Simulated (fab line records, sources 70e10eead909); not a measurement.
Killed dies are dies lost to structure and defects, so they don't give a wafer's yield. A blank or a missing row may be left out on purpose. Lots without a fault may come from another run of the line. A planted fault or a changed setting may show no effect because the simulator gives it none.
Which tool did it? | flow nand_harc | 6 lots, 18 wafers sampled, at 5 steps of a route of 1302

WHAT THE GAUGES READ, wafer by wafer
NHARC_END_SORT_01.
lot  | measured     | on        | killed_at_other
L256 | day 25 00:46 | prober-02 | 0 0 1
L266 | day 28 20:31 | prober-02 | 2 0 0
L268 | day 30 01:56 | prober-02 | 0 1 0
L273 | day 32 18:51 | prober-01 | 4 1 1

WHICH TOOL RAN EACH LOT (tool, then ch and the chambers of the sampled wafers, then the start)
lot  | NHARC_A_SLIT_ETCH_29               | NHARC_A_WL_FILL_ALD_02              | NHARC_A_WL_FILL_ETCHBACK_05       | NHARC_A_WL_FILL_ALD_10
L256 | rie_diel-08 ch 1,2, day 20 15:53   | ald_metal-01 ch 1,2, day 21 02:01   | rie_metal-03 ch 0,1, day 21 03:05 | ald_hk-03 ch 0,1,2, day 21 09:10
L266 | rie_diel-09 ch 0,1,2, day 24 14:16 | ald_metal-01 ch 0,2,3, day 24 21:59 | rie_metal-03 ch 0,1, day 24 23:02 | ald_hk-01 ch 1,2,3, day 25 04:27
L268 | rie_diel-08 ch 1,3, day 25 14:54   | ald_metal-03 ch 0,1,2, day 25 22:37 | rie_metal-01 ch 0,1, day 25 23:41 | ald_hk-01 ch 0,1, day 26 06:25
L273 | rie_diel-08 ch 1,3, day 28 02:57   | ald_metal-03 ch 0,2,3, day 28 10:40 | rie_metal-01 ch 0,1, day 28 11:40 | ald_hk-04 ch 2,3, day 28 20:35
L275 | rie_diel-09 ch 0,2,3, day 28 17:38 | ald_metal-04 ch 0,1,2, day 29 01:16 | rie_metal-02 ch 0,1, day 29 02:40 | ald_hk-01 ch 1,2,3, day 29 08:03
L277 | rie_diel-08 ch 1,2, day 29 10:06   | ald_metal-01 ch 0,1,2, day 29 17:09 | rie_metal-02 ch 0,1, day 29 18:11 | ald_hk-04 ch 1,2,3, day 30 00:33
- NHARC_A_SLIT_ETCH_29: etches the open film in CF4/O2, target depth 100 nm, overetch 10 nm, time 55 s.
- NHARC_A_WL_FILL_ALD_02: deposits TiN, target thk 2 nm, pulse time 3 s, ald cycles 100.
- NHARC_A_WL_FILL_ETCHBACK_05: etches the open film in Cl2/BCl3, target depth 22 nm, time 60 s.
- NHARC_A_WL_FILL_ALD_10: deposits SiO2, target thk 50 nm, pulse time 10 s, ald cycles 500.

THE ANSWER, worked out from the rows above alone
Rule: what is usual is taken from the lots themselves. Put in order of their means at a reading, lots are off if they are a third of the lots or fewer, leave a main group of 4 or more, and stand apart from it by a gap of 3 or more times the standard deviation of the main group's means; of several such gaps the widest counts. A main group whose means are all the same, to the digits that the tables above print for the reading, isn't used. A lot without any number at a reading at which 4 lots or more have one is off too. The other lots that the step has rows for count as sound.
No lot is off at any reading shown: from this, nothing can be told.

WHAT THE SIMULATOR HAD PUT IN
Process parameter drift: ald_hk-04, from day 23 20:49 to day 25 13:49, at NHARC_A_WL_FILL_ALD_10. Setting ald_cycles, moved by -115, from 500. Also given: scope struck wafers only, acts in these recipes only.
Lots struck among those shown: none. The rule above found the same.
